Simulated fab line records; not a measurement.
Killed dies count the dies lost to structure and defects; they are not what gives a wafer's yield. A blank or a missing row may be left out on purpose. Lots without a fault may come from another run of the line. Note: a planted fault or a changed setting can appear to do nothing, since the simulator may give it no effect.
fab line records	flow n5Finfet
record lots=4	wafers=12	lastDay=15
route steps=1938 shown BEOL_M4@1021 PASSIVATION@1936
lots with no fault: from the same line, run without faults
startH: the number of hours between the record's first day and the start of the first shown wafer of the lot	waitH: time in hours since the lot's previous step	" repeats the value in the row above	L1.1+2: a single row standing in for several wafers	- no value present, or no start provided	* or withheld: withheld	< > ~ a bound
route shown NAME@n: a module of which the file shows steps, and the number in the route of the first	usual: mean/standard deviation of fault-free wafers	same: alike in all rows	chamber/n: place in a boat	sites: readings site by site	_std_site: standard deviation across them	_edge_site: inner sites' mean taken away from outer sites' mean	radiusMm: how far each site lies from the wafer's centre	mask NAME#n: copy n	behind: the last tool/chamber to shape the wafer	hold: the reason the lot was held/the length of the hold in hours/how it ended	device: the n, p or np transistor that did not switch	end of line: tests of these same wafers at the route's end	a step with no rows: only its recipe	killed: not the wafer's yield, but the dies lost to structure and defects at the first sort	map: dies across one wafer; x = killed, . = not, _ = none there
set.NAME: setting as actually run; set.NAME@STEP: the setting as run at that earlier step	model.NAME: the simulator's own value behind a step, which no gauge read
a table for each step, a row for each wafer; lots at some steps of the route
services: the hour from which a tool's chamber was out of use, counted from the record's first day as startH (under 0 if before that day), plus the number of hours and why
## steps
# step N5_BEOL_M4_ILD_DEP_00
# recipe material=SiOC	targetThkA=790	tempC=350	precursor=DEMS/O2	pressureTorr=5	rfW=500	timeS=15.3
# step N5_BEOL_M4_PECVD_72
# recipe material=SiO2	targetThkA=160	tempC=400	precursor=TEOS/O2	pressureTorr=5.5	rfW=450	teosFlowSccm=53.8	gas=O2	flowSccm=3000	timeS=18
# step N5_BEOL_M4_HM_DEP_02
# recipe material=TiN	targetThkA=200	tempC=25	chamberPressurePa=0.49996
# step N5_BEOL_M4_COAT_61
# recipe resist=SOC	tempC=250	timeS=60	spinRpm=1500	resistThkNm=60
# step N5_BEOL_M4_COAT_62
# recipe resist=SiARC	tempC=220	timeS=60	spinRpm=1500	resistThkNm=12
# step N5_BEOL_M4_COAT_73
# recipe resist=underlayer	tempC=205	timeS=60	spinRpm=1500	resistThkNm=5
# step N5_BEOL_M4_COAT_05
# recipe resist=CAR-EUV	spinRpm=1500	resistThkNm=30
# step N5_BEOL_M4_EBR_07
# recipe solvent=PGMEA	ebrWidthMm=1.5
# step N5_BEOL_M4_SOFTBAKE_06
# recipe tempC=110	timeS=60	resist=CAR-EUV
# step N5_BEOL_M4_EXPOSE_08
# recipe maskId=M4	na=0.33	sourceShape=dipole	sigmaInner=0.369	sigmaOuter=0.767	polarization=unpolarized	doseMj=41.25
# usual exposureDoseMJCm2=41.19/0.063
# same na=0.33
lot.wafer	tool	chamber	startH	waitH	mask	exposureDoseMJCm2
L685.1	euvScanner-02	0	154.19	-	M4#0	41.18
L685.2	"	0	"	"	M4#0	41.19
L685.4	"	0	"	"	M4#0	41.23
L694.2	euvScanner-02	0	210.98	-	M4#0	26.19
L694.4	"	0	"	"	M4#0	26.12
L694.5	"	0	"	"	M4#0	26.14
L695.3	euvScanner-02	0	211.95	-	M4#0	29.20
L695.4	"	0	"	"	M4#0	29.11
L695.6	"	0	"	"	M4#0	29.16
L698.4	euvScanner-01	0	238.29	-	M4#0	41.31
L698.5	"	0	"	"	M4#0	41.28
L698.6	"	0	"	"	M4#0	41.26
# step N5_BEOL_M4_PEB_09
# recipe pebTempC=100	pebTimeS=60	resist=CAR-EUV
# step N5_BEOL_M4_DEVELOP_10
# recipe developTimeS=30	developer=TMAH	resist=CAR-EUV	rinseLiquid=surfactantRinse	dry=airSpin	devTempC=23
# step N5_BEOL_M4_CD_MEAS_11
# recipe targetCdNm=16.79	landingEnergyEv=500	detector=seInlens	polarity=opening
# usual cdNm=16.83/0.28
lot.wafer	tool	chamber	startH	waitH	cdNm
L685.1	cdSem-01	0	154.32	-	16.95
L685.2	"	0	"	"	17.32
L685.4	"	0	"	"	17.20
L694.2	cdSem-03	0	211.10	-	4.22
L694.4	"	0	"	"	4.61
L694.5	"	0	"	"	5.08
L695.3	cdSem-01	0	212.07	-	7.80
L695.4	"	0	"	"	7.65
L695.6	"	0	"	"	7.65
L698.4	cdSem-02	0	238.40	-	17.13
L698.5	"	0	"	"	17.11
L698.6	"	0	"	"	17.02
# step N5_BEOL_M4_DESCUM_16
# recipe chemistry=O2	timeS=7	sourcePowerW=50	biasPowerW=20	pressureMtorr=20	rfFrequencyHz=2.712e+07	tempC=40	resist=CAR-EUV	o2FlowSccm=225
# step N5_BEOL_M4_ETCH_74
# recipe chemistry=N2/H2	target=underlayer	targetDepthA=65	maskMaterial=CAR-EUV	timeS=5.2	ionEnergyEv=200	pressureMtorr=30	sourceW=840	biasW=150	n2FlowSccm=200	h2FlowSccm=200	ends=cleared
# usual drypumpMotorCurrentA=5.8/0.4	etchRfOnTimeS=5.36/0.17	oesProductAu=0.67/0.089	rfVppV=523.6/2.9	showerheadPlenumPTorr=2.54/0.11	throttleValvePct=17.81/0.28
lot.wafer	tool	chamber	startH	waitH	drypumpMotorCurrentA	etchRfOnTimeS	oesProductAu	rfHoursCounterH	rfVppV	showerheadPlenumPTorr	throttleValvePct	model.BEOL_M4.cdOffsetNm
L685.1	rieDiel-02	2	154.48	0.0	5.6	5.22	0.59	232	520.2	2.52	18.16	0.2
L685.2	"	0	"	"	6.1	5.25	0.59	203	519.2	2.43	17.78	0
L685.4	"	3	"	"	6.5	5.53	0.57	203	522.5	2.53	17.82	0.4
L694.2	rieDiel-05	0	211.27	0.0	5.1	4.95	0.79	20	526.5	2.61	17.39	-12
L694.4	"	0	"	"	5.1	5.00	0.79	-	524.4	2.61	17.39	-12
L694.5	"	1	"	"	6.2	5.40	0.62	-	525.9	2.63	17.92	-11.8
L695.3	rieDiel-05	0	212.23	0.0	5.1	4.94	0.78	20	527.3	2.61	17.41	-9.2
L695.4	"	0	"	"	5.1	4.93	0.79	-	525.4	2.61	17.41	-9.4
L695.6	"	2	"	"	5.5	5.48	0.60	-	517.3	2.32	17.74	-9
L698.4	rieDiel-04	1	239.32	0.0	5.5	5.28	0.58	-	527.0	2.62	17.71	0
L698.5	"	0	"	"	5.6	5.31	0.69	-	528.9	2.71	17.97	0
L698.6	"	3	"	"	6.0	5.21	0.75	-	522.8	2.46	17.34	0.4
# step N5_BEOL_M4_ETCH_63
# recipe chemistry=CF4	target=SiARC	targetDepthA=156	maskMaterial=CAR-EUV	timeS=26	ionEnergyEv=80	pressureMtorr=40	sourceW=545	biasW=36	Ar_flow_sccm=100	cf4FlowSccm=100	ends=cleared
# step N5_BEOL_M4_ETCH_64
# recipe chemistry=N2/H2	target=SOC	targetDepthA=750	overetchA=225	maskMaterial=SiARC	tempC=40	timeS=121.9	ionEnergyEv=200	pressureMtorr=30	sourceW=840	biasW=150	n2FlowSccm=200	h2FlowSccm=200
# step N5_BEOL_M4_STRIP_65
# recipe chemistry=N2/H2	tempC=40	n2FlowSccm=200	h2FlowSccm=200	rfFrequencyHz=6e+07
# step N5_BEOL_M4_STRIP_75
# recipe chemistry=N2/H2	tempC=40	n2FlowSccm=200	h2FlowSccm=200	rfFrequencyHz=6e+07
# step N5_BEOL_M4_STRIP_66
# recipe chemistry=CF4	resist=SiARC	powerW=300	biasPowerW=75	pressureMtorr=50	cf4FlowSccm=150	rfFrequencyHz=6e+07
# step N5_BEOL_M4_HM_OPEN_17
# recipe chemistry=Cl2/BCl3	targetDepthA=200	overetchA=60	target=TiN	maskMaterial=SOC	ionEnergyEv=150	pressureMtorr=10	icpW=1000	biasW=126	Cl2_flow_sccm=53.25	bcl3FlowSccm=21.75	Ar_flow_sccm=25
# usual drypumpMotorCurrentA=5.7/0.47	mfcCl2Sccm=53.24/0.17	oes_ar_750_au=0.70/0.096	oesProductAu=0.60/0.087	throttleValvePct=22.38/0.19
lot.wafer	tool	chamber	startH	waitH	drypumpMotorCurrentA	mfcCl2Sccm	oes_ar_750_au	oesProductAu	rfHoursCounterH	throttleValvePct	model.BEOL_M4.cdOffsetNm
L685.1	rieMetal-02	0	154.70	0.0	5.1	53.00	0.64	0.53	115	22.59	0.2
L685.2	"	0	"	"	5.1	52.81	0.63	0.54	-	22.59	-0.2
L685.4	"	0	"	"	5.1	53.05	0.63	0.53	-	22.59	0.2
L694.2	rieMetal-02	0	211.48	0.0	5.1	53.03	0.63	0.52	121	22.61	-11.6
L694.4	"	1	"	"	5.8	53.30	0.93	0.82	-	22.23	-11.6
L694.5	"	0	"	"	5.1	53.07	0.62	0.52	-	22.65	-12.2
L695.3	rieMetal-01	0	212.47	0.1	6.1	53.18	0.70	0.61	-	22.56	-9
L695.4	"	1	"	"	5.8	53.08	0.67	0.58	-	22.18	-9.4
L695.6	"	1	"	"	5.8	53.25	0.68	0.58	-	22.19	-9.2
L698.4	rieMetal-02	1	239.56	0.1	5.8	53.28	0.91	0.79	-	22.24	-0.2
L698.5	"	0	"	"	5.1	53.45	0.62	0.52	-	22.60	0
L698.6	"	1	"	"	5.9	53.51	0.91	0.80	-	22.23	0.2
# step N5_BEOL_M4_STRIP_19
# recipe chemistry=O2	powerW=400	tempC=40	pressureMtorr=30	rfFrequencyHz=6e+07	biasPowerW=0	overashFraction=0.2	o2FlowSccm=225
# step N5_BEOL_M4_CD_MEAS_18
# recipe pitchNm=36	targetCdNm=18
# usual cdNm=17.9/0.37
lot.wafer	tool	chamber	startH	waitH	cdNm
L685.1	cdSem-02	-	154.97	0.0	18.1
L685.2	"	-	"	"	17.7
L685.4	"	-	"	"	18.5
L694.2	cdSem-03	-	211.82	0.1	6.2
L694.4	"	-	"	"	6.4
L694.5	"	-	"	"	5.9
L695.3	cdSem-01	-	212.72	0.1	8.6
L695.4	"	-	"	"	8.9
L695.6	"	-	"	"	9.1
L698.4	cdSem-02	-	239.82	0.1	17.7
L698.5	"	-	"	"	18.3
L698.6	"	-	"	"	18.3
# step N5_BEOL_M4_COAT_67
# recipe resist=SOC	tempC=250	timeS=60	spinRpm=1500	resistThkNm=60
# step N5_BEOL_M4_COAT_68
# recipe resist=SiARC	tempC=220	timeS=60	spinRpm=1500	resistThkNm=12
# step N5_BEOL_M4_COAT_76
# recipe resist=underlayer	tempC=205	timeS=60	spinRpm=1500	resistThkNm=5
# step N5_BEOL_M4_COAT_22
# recipe resist=CAR-EUV	spinRpm=1500	resistThkNm=30
# step N5_BEOL_M4_EBR_24
# recipe solvent=PGMEA	ebrWidthMm=1.5
# step N5_BEOL_M4_SOFTBAKE_23
# recipe tempC=110	timeS=60	resist=CAR-EUV
# step N5_BEOL_M4_EXPOSE_25
# recipe maskId=V3	na=0.33	sourceShape=quasar	sigmaInner=0.2	sigmaOuter=0.8	polarization=unpolarized	defocusNm=5	doseMj=63
# step N5_BEOL_M4_PEB_26
# recipe pebTempC=100	pebTimeS=60	resist=CAR-EUV
# step N5_BEOL_M4_DEVELOP_27
# recipe developTimeS=30	developer=TMAH	resist=CAR-EUV	rinseLiquid=surfactantRinse	dry=airSpin	devTempC=23
# step N5_BEOL_M4_DESCUM_33
# recipe chemistry=O2	timeS=7	sourcePowerW=50	biasPowerW=20	pressureMtorr=20	rfFrequencyHz=2.712e+07	tempC=40	resist=CAR-EUV	o2FlowSccm=225
# step N5_BEOL_M4_ETCH_77
# recipe chemistry=N2/H2	target=underlayer	targetDepthA=65	maskMaterial=CAR-EUV	timeS=5.2	ionEnergyEv=200	pressureMtorr=30	sourceW=840	biasW=150	n2FlowSccm=200	h2FlowSccm=200	ends=cleared
# step N5_BEOL_M4_CD_MEAS_35
# recipe targetCdNm=18	targetCdYNm=22.4	polarity=opening
# usual cdNm=17.9/0.41
lot.wafer	tool	chamber	startH	waitH	cdNm
L685.1	cdSem-02	-	157.32	0.0	17.8
L685.2	"	-	"	"	17.2
L685.4	"	-	"	"	18.1
L694.2	cdSem-01	-	215.79	0.0	6.5
L694.4	"	-	"	"	6.5
L694.5	"	-	"	"	6.1
L695.3	cdSem-03	-	215.93	0.0	9.1
L695.4	"	-	"	"	8.7
L695.6	"	-	"	"	8.7
L698.4	cdSem-03	-	241.11	0.0	18.0
L698.5	"	-	"	"	18.0
L698.6	"	-	"	"	18.7
# step N5_BEOL_M4_RC_MEAS_101
# usual DIBL_N=36.4/2	DIBL_P=36.1/2.5	IOFF_N=0.16/0.037	IOFF_P=0.20/0.038	ION_N=670/13	ION_P=459/8.3	SS_N=71.6/0.69	SS_P=73.3/0.72	VT_N=250/3.4	VT_P=-251/3.1
lot.wafer	tool	chamber	startH	waitH	DIBL_N[mV/V]	DIBL_P[mV/V]	IOFF_N[nA/um]	IOFF_P[nA/um]	ION_N[uA/um]	ION_P[uA/um]	SS_N[mV/dec]	SS_P[mV/dec]	VT_N[mV]	VT_P[mV]
L685.1	prober-02	0	161.12	0.0	35.8	33.4	0.14	0.18	664	456	71.1	72.5	248	-250
L685.2	"	0	"	"	39.3	38.6	0.22	0.26	691	473	71.1	73.5	244	-246
L685.4	"	0	"	"	33.2	30.4	0.10	0.15	664	458	69.6	71.2	254	-255
L698.4	prober-02	0	247.03	0.5	35.8	36.1	0.16	0.19	674	453	71.4	73.7	249	-252
L698.5	"	0	"	"	33.7	32.2	0.11	0.14	645	445	71.9	72.4	258	-258
L698.6	"	0	"	"	37.3	38.0	0.18	0.22	681	461	73.0	73.8	247	-250
# step N5_PASSIVATION_PROBE_49
# usual defectLimitedYield=91.2/1.6	killed_at_M0_to_M3=34/11	killed_at_M4_up=13/5.2	killedAtContacts=13/6.3	killedAtFrontEnd=40/14	killedAtOther=3.2/2.4	killedDies=104/19	killedOpen=69/14	killedShort=32/7.5	sort_bin_5_function=5.3/1.1	sort_bin_6_memory=3.2/0.73	sortNPass=1076/19	sortYieldPct=91.2/1.6
# same grossDies=1180	killedAtBackSide=0	sort_bin_4_leakage[%]=0	sort_bin_8_speed[%]=0
lot.wafer	tool	chamber	startH	waitH	defectLimitedYield[%]	killed_at_M0_to_M3	killed_at_M4_up	killedAtContacts	killedAtFrontEnd	killedAtOther	killedDies	killedOpen	killedShort	sort_bin_5_function[%]	sort_bin_6_memory[%]	sortNPass	sortYieldPct[%]
L698.4	prober-02	-	349.87	0.2	91.4	37	15	18	27	5	102	70	27	5.5	2.9	1078	91.4
L698.5	prober-02	-	349.92	0.2	92.4	27	13	18	29	3	90	63	27	3.9	3.6	1090	92.4
L698.6	prober-02	-	349.97	0.3	93.8	18	6	11	36	2	73	48	23	4.1	1.9	1107	93.8
# killed by level:class
L698.4 MOL_CONTACT_COAG:geometricParticle:open=14 BEOL_M2:geometricParticle:open=10 FIN_SAQP:geometricParticle:open=9 BEOL_M4:geometricParticle:open=7 BEOL_M1:geometricParticle:open=6 BEOL_M0_SAQP:geometricParticle:short=5 STI_FIN_REVEAL:geometricParticle:open=4 BEOL_M0_SAQP:geometricParticle:open=4
L698.5 MOL_CONTACT_COAG:geometricParticle:open=17 BEOL_M2:geometricParticle:open=8 BEOL_M4:geometricParticle:open=8 BEOL_M0_SAQP:geometricParticle:open=6 STI_FIN_REVEAL:geometricParticle:open=4 STI_FIN_REVEAL:geometricParticle:short=4 ILD0:geometricParticle:short=4 GATE_CUT:geometricParticle:short=4
L698.6 MOL_CONTACT_COAG:geometricParticle:open=8 BEOL_M2:geometricParticle:open=7 FIN_SAQP:geometricParticle:open=5 FIN_SAQP:geometricParticle:short=4 STI_FIN_REVEAL:geometricParticle:open=4 DUMMY_GATE:geometricParticle:open=4 BEOL_M3:geometricParticle:open=4 STARTING-WAFER:geometricParticle:short=4
## services
tool	chamber	startH	hours	kind
rieDiel-05	0	132.26	-	clean
rieDiel-05	0	132.26	-	consumableReplace:focusRing
rieDiel-05	0	132.26	24.3	scheduledDown
rieDiel-05	0	132.26	24.3	ventCycle
rieDiel-02	1	136.01	-	clean
rieDiel-02	1	136.01	-	consumableReplace:focusRing
rieDiel-02	1	136.01	16.5	scheduledDown
rieDiel-02	1	136.01	16.5	ventCycle
rieDiel-04	3	143.18	13.8	repair
rieMetal-02	1	144.53	-	clean
rieMetal-02	1	144.53	19.8	scheduledDown
rieMetal-02	1	144.53	19.8	ventCycle
rieDiel-05	-	164.14	0.3	repair
euvScanner-01	-	168.97	1.0	pm
rieDiel-05	-	171.64	2.2	repair
rieDiel-02	3	173.21	5.4	repair
rieDiel-04	1	175.48	62.1	repair
euvScanner-02	-	184.87	1.0	pm
euvScanner-02	-	197.64	4.6	pm
rieDiel-05	3	201.47	13.7	repair
rieDiel-05	2	219.41	2.6	repair
euvScanner-01	-	221.35	4.6	pm
euvScanner-02	0	222.50	-	calibration
rieDiel-02	3	230.91	5.1	repair
## key
firstSign step=N5_BEOL_M4_EXPOSE_08	reading=exposureDoseMJCm2	direction=down	sigmas=99+	usual=41.19	struck=27.65
effect step=N5_BEOL_M4_CD_MEAS_11	reading=cdNm	direction=down	sigmas=38	usual=16.83	struck=6.17	through=controlLoop
effect step=N5_BEOL_M4_CD_MEAS_18	reading=cdNm	direction=down	sigmas=28	usual=17.9	struck=7.5	through=controlLoop
effect step=N5_BEOL_M4_CD_MEAS_35	reading=cdNm	direction=down	sigmas=25	usual=17.9	struck=7.6	through=controlLoop
modelEffect step=N5_BEOL_M4_ETCH_74	value=BEOL_M4.cdOffsetNm	without=-0.06667	struck=-10.57
modelEffect step=N5_BEOL_M4_HM_OPEN_17	value=BEOL_M4.cdOffsetNm	without=0.03333	struck=-10.5
metAt N5_BEOL_M4_EXPOSE_08
struckWafers L694.2,L694.4,L694.5,L695.3,L695.4,L695.6
rowsEnd L694.2,L694.4,L694.5,L695.3,L695.4,L695.6
loopTrim step=N5_BEOL_M4_EXPOSE_08	setting=dose	lots=L695
onsetBetween 154.19 210.98
fault kind=processParameterDrift	tool=euvScanner-02	chamber=-	onsetH=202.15	steps=N5_BEOL_M4_EXPOSE_08	channel=doseMj	offset=-15.003	shape=step	actsIn=theseRecipesOnly	stated=41.25
# rowsEnd: these wafers met a further fault down the route, and their rows from its step on are left out
# loopTrim: a control loop set the setting to another value than it would have without faults
